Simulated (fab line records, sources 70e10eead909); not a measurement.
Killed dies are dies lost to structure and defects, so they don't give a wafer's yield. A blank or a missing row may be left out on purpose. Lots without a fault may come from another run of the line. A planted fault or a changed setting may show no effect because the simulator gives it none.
Problem report in the 8D (eight disciplines) form, filled by code | flow nand_harc | the parts of the form that need people (team, actions taken, sign-off) are left out

1. THE PROBLEM
run_length_s at NHARC_A_M1_ETCH_28 reads a mean of 78.5 s on 6 wafers of 2 lots; wafers without a fault read 94.3 s with a standard deviation of 0.41. That is -39 standard deviations from the usual mean.
The step: etches the open film in CF4/N2, target depth 30 nm, time 72.99 s.
First seen on wafer L361.3, day 26 21:25, on rie_diel-06. The record holds 39 wafers of 13 lots with a number at this step. Rule for "out", or "out of limits": more than 4 standard deviations from the usual mean. The other wafers with a number count as sound.

2. WHAT IT IS AND WHAT IT IS NOT
question                    | is                     | is not
which readings at this step | run_length_s           | drypump_motor_current_A, oes_product_au, rf_vpp_V, showerhead_plenum_p_Torr
which lots                  | L361, L363             | L351, L352, L355, L362, L365, L366, L368, L369, L371, L373, L374
which wafers of those lots  | all that have a number | -
read on which tools         | rie_diel-06            | rie_diel-09, rie_diel-10
when                        | from day 26 21:25      | up to then (9 sound wafers); but 24 sound wafers of L362, L365, L366, L368, L369, L371, L373, L374 came after

3. SUSPECTS, AND WHAT RULES EACH OUT
Counting: a tool at a process step up to the reading stays a suspect if it ran every lot that is out and no sound lot after the first of them.
- rie_diel-06 at NHARC_A_M1_ETCH_28 (etches the open film in CF4/N2, target depth 30 nm, time 72.99 s): ruled out as a lasting fault. Sound lots L374 ran on it after its first lot that is out, L361 (day 26 21:25).
Left after counting: nothing in the record.

4. THE CAUSE (what the simulator had put in)
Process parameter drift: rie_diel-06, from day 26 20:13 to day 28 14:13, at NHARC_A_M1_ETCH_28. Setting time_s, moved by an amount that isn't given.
Counting ruled it out, wrongly.

5. THE CHAIN OF EFFECTS, in route order
Each row: a reading whose mean over the struck wafers that have a number lies more than 3 standard deviations from the usual. Only readings for which the record gives a usual standard deviation are gone through. hours: the time from each lot's start at the first step in this table that gives one to its start at this step, as a median over the lots. sigmas: the change in usual standard deviations.
hours | step               | reading      | usual  | on struck wafers | change | sigmas
0     | NHARC_A_M1_ETCH_28 | run_length_s | 94.3 s | 78.5             | -15.8  | -39
The process steps in it:
- NHARC_A_M1_ETCH_28: etches the open film in CF4/N2, target depth 30 nm, time 72.99 s.
Later measuring or inspecting steps at which every struck wafer that the step has a row for has a number for every such reading, and none has moved that far: NHARC_END_SORT_01.

6. WHAT WOULD HAVE CAUGHT IT SOONER
In this record the first reading out of limits was taken at day 26 21:25, 1 hour after the fault began at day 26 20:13.
